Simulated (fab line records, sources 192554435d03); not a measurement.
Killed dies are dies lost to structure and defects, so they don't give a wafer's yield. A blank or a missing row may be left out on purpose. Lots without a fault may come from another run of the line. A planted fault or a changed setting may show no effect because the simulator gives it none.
Split-lot experiment | flow n5_finfet | 7 lots, 21 wafers read, on a route of 1938 steps

THE SPLIT
At N5_GATE_CUT_ETCH_58 (etches SiNx in CH3F/O2, target depth 17 nm, time 128.6 s), the setting time_s was moved away from the recipe's 128.6 s on 9 of the 21 wafers read, by -15.2% to +19.3%. The other wafers ran this setting at the recipe's value.

The reading is taken at the split's own step.

THE READING
etch.depth_nm (the simulator's own value, which no gauge read), in nm, at N5_GATE_CUT_ETCH_58 (etches SiNx in CH3F/O2, target depth 17 nm, time 128.6 s). The file gives no usual value for it. The 12 wafers here that ran the recipe average 17.06 nm, standard deviation 0.37 nm.

wafer  | tool, chamber at the split | time_s as run, s | against the recipe | etch.depth_nm, nm | against lot-mates on the recipe
L080.4 | rie_diel-02, 1             | 147.6            | +14.8%             | 19.85             | +2.85
L080.5 | rie_diel-02, 1             | 128.6            | recipe             | 17.33             | -
L080.6 | rie_diel-02, 0             | 128.6            | recipe             | 16.67             | -
L084.2 | rie_diel-04, 2             | 128.6            | recipe             | 17.51             | -
L084.4 | rie_diel-04, 1             | 141              | +9.6%              | 18.74             | +1.23
L084.5 | rie_diel-04, 0             | 141              | +9.6%              | 18.9              | +1.39
L086.1 | rie_diel-06, 0             | 128.6            | recipe             | 16.66             | -
L086.2 | rie_diel-06, 2             | 136.2            | +5.9%              | 17.8              | +1.14
L086.3 | rie_diel-06, 1             | 136.2            | +5.9%              | 18.21             | +1.55
L092.2 | rie_diel-06, 3             | 128.6            | recipe             | 17.57             | -
L092.5 | rie_diel-06, 3             | 128.6            | recipe             | 17.57             | -
L092.4 | rie_diel-06, 0             | 128.6            | recipe             | 16.78             | -
L093.3 | rie_diel-06, 1             | 128.6            | recipe             | 17.08             | -
L093.4 | rie_diel-06, 0             | 119.1            | -7.4%              | 15.5              | -1.45
L093.6 | rie_diel-06, 2             | 128.6            | recipe             | 16.81             | -
L094.1 | rie_diel-02, 2             | 128.6            | recipe             | 17.24             | -
L094.5 | rie_diel-02, 1             | 153.4            | +19.3%             | 20.22             | +3.37
L094.6 | rie_diel-02, 0             | 128.6            | recipe             | 16.47             | -
L097.2 | rie_diel-04, 3             | 109              | -15.2%             | 14.43             | -2.59
L097.4 | rie_diel-04, 1             | 128.6            | recipe             | 17.02             | -
L097.6 | rie_diel-04, 0             | 109              | -15.2%             | 14.64             | -2.38

THE FIT
A straight line over all 21 wafers: etch.depth_nm changes by +0.173 nm for each +1% of time_s; r = +0.98; the points scatter about the line by 0.32 nm.
The same after taking each lot's own level away (the mean of its wafers on the recipe; 21 wafers): +0.171 nm for each +1%; r = +0.98; scatter 0.3 nm.
On that fit, the largest move of time_s shifts the reading by 3.3 nm.
The lots' own levels span 16.660 to 17.510 nm, that is 2.3 times the standard deviation above.
So the lot-to-lot level changes the slope little: the two slopes agree.
Check: with one of the wafers moved furthest among these (+19.3%) left out of the fit, the line predicts +3.31 nm for it against its lot-mates. It came out at +3.37 nm against them.

OTHER SPLITS ON THESE WAFERS
These wafers also went through other splits before the reading. Each is held against what the fit with the lots' levels taken away leaves over:
other split on the same wafers        | wafers away from the commonest value | r with etch.depth_nm (lot level and that fit taken away)
N5_WELL_APT_PEB_06 peb_time_s         | 5                                    | -0.03
N5_WELL_APT_DEVELOP_07 develop_time_s | 6                                    | +0.00
N5_FIN_SAQP_ALD_61 temp_c             | 6                                    | -0.12
N5_STI_FIN_REVEAL_ETCHBACK_08 time_s  | 12                                   | +0.28
N5_SD_EPI_N_PEB_07 peb_temp_c         | 5                                    | +0.01
N5_SD_EPI_N_DEVELOP_08 develop_time_s | 6                                    | +0.02
N5_SDB_CUT_ETCH_26 bias_w             | as run: not given for these wafers   | -
N5_HKMG_FIN_PEB_10 peb_time_s         | 9                                    | -0.06
N5_HKMG_FIN_ETCH_35 time_s            | 6                                    | -0.15
N5_GATE_CUT_ETCH_56 icp_w             | 8                                    | -0.21

THE FILE'S OWN FIT
etch.depth_nm changes by +0.175 nm for each +1% of time_s, r = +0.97.
